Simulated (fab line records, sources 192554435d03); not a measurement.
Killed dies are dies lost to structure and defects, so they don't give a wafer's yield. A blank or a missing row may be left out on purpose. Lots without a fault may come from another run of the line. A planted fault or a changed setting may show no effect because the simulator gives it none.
Chamber matching | flow n5_finfet | N5_HKMG_FIN_ETCH_35 on rie_diel-03: 4 sister chambers
The step etches SOC in N2/H2, target depth 215.8 nm, time 243.4 s. 18 wafers are shown with their chamber, then 9 later ones without.

WAFERS WITH THEIR CHAMBER
wafer  | chamber | throttle_valve_pct (%) | oes_product_au (a.u.) | showerhead_plenum_p_Torr (Torr)
L079.2 | 0       | 18.19                  | 0.68                  | 2.40
L079.5 | 3       | 17.48                  | 0.95                  | 2.49
L079.6 | 2       | 17.99                  | 0.91                  | 2.51
L080.1 | 1       | 18.11                  | 0.89                  | 2.49
L080.2 | 3       | 17.48                  | 0.95                  | 2.49
L080.4 | 2       | 17.98                  | 0.90                  | 2.51
L081.3 | 2       | 17.97                  | 0.89                  | 2.50
L081.5 | 2       | 18.00                  | 0.90                  | 2.50
L081.6 | 3       | 17.50                  | 0.94                  | 2.48
L084.1 | 3       | 17.51                  | 0.91                  | 2.48
L084.3 | 1       | 18.11                  | 0.86                  | 2.49
L084.4 | 3       | 17.51                  | 0.90                  | 2.48
L085.2 | 1       | 18.12                  | 0.87                  | 2.49
L085.4 | 1       | 18.14                  | 0.87                  | 2.49
L085.5 | 3       | 17.50                  | 0.92                  | 2.48
L090.1 | 0       | 17.75                  | 0.96                  | 2.72
L090.2 | 2       | 18.03                  | 0.86                  | 2.49
L090.4 | 1       | 18.17                  | 0.84                  | 2.48

SIGNATURES (means of the wafers above)
reading                  | chamber 0 | chamber 1 | chamber 2 | chamber 3 | scatter within a chamber
throttle_valve_pct       | 17.9700   | 18.1300   | 17.9940   | 17.4967   | 0.0855
oes_product_au           | 0.8200    | 0.8660    | 0.8920    | 0.9283    | 0.0562
showerhead_plenum_p_Torr | 2.5600    | 2.4880    | 2.5020    | 2.4833    | 0.0608
Rule: a wafer's distance from a chamber is the root of the sum, over the readings, of the square of ((its reading less the chamber's mean) divided by the reading's scatter). The wafer belongs to the nearest chamber; if the next one is less than 2 further off, it can't be placed. The scatter: the root of (the sum of the squares of (reading less its chamber's mean) over the shown wafers, divided by (wafers less chambers)).

WAFERS WITHOUT THEIR CHAMBER
wafer  | throttle_valve_pct (%) | oes_product_au (a.u.) | showerhead_plenum_p_Torr (Torr)
L092.2 | 17.73                  | 0.96                  | 2.72
L092.3 | 17.53                  | 0.88                  | 2.47
L092.5 | 17.53                  | 0.88                  | 2.47
L093.1 | 17.75                  | 0.95                  | 2.72
L093.2 | 18.05                  | 0.86                  | 2.49
L093.6 | 17.53                  | 0.86                  | 2.47
L096.1 | 17.77                  | 0.93                  | 2.71
L096.2 | 18.04                  | 0.84                  | 2.49
L096.6 | 17.77                  | 0.93                  | 2.71

WHICH CHAMBER EACH WENT THROUGH
wafer  | from the rows above               | in truth
L092.2 | can't be placed: 0 or 3 or 2 or 1 | 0
L092.3 | 3                                 | 3
L092.5 | 3                                 | 3
L093.1 | can't be placed: 0 or 2 or 3 or 1 | 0
L093.2 | can't be placed: 2 or 1 or 0      | 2
L093.6 | 3                                 | 3
L096.1 | can't be placed: 0 or 2 or 3 or 1 | 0
L096.2 | can't be placed: 2 or 1 or 0      | 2
L096.6 | can't be placed: 0 or 2 or 3 or 1 | 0
Placed correctly: 3 of 9. Can't be placed from these rows: 6 (the true chamber is among the candidates in 6). Placed wrongly: 0.
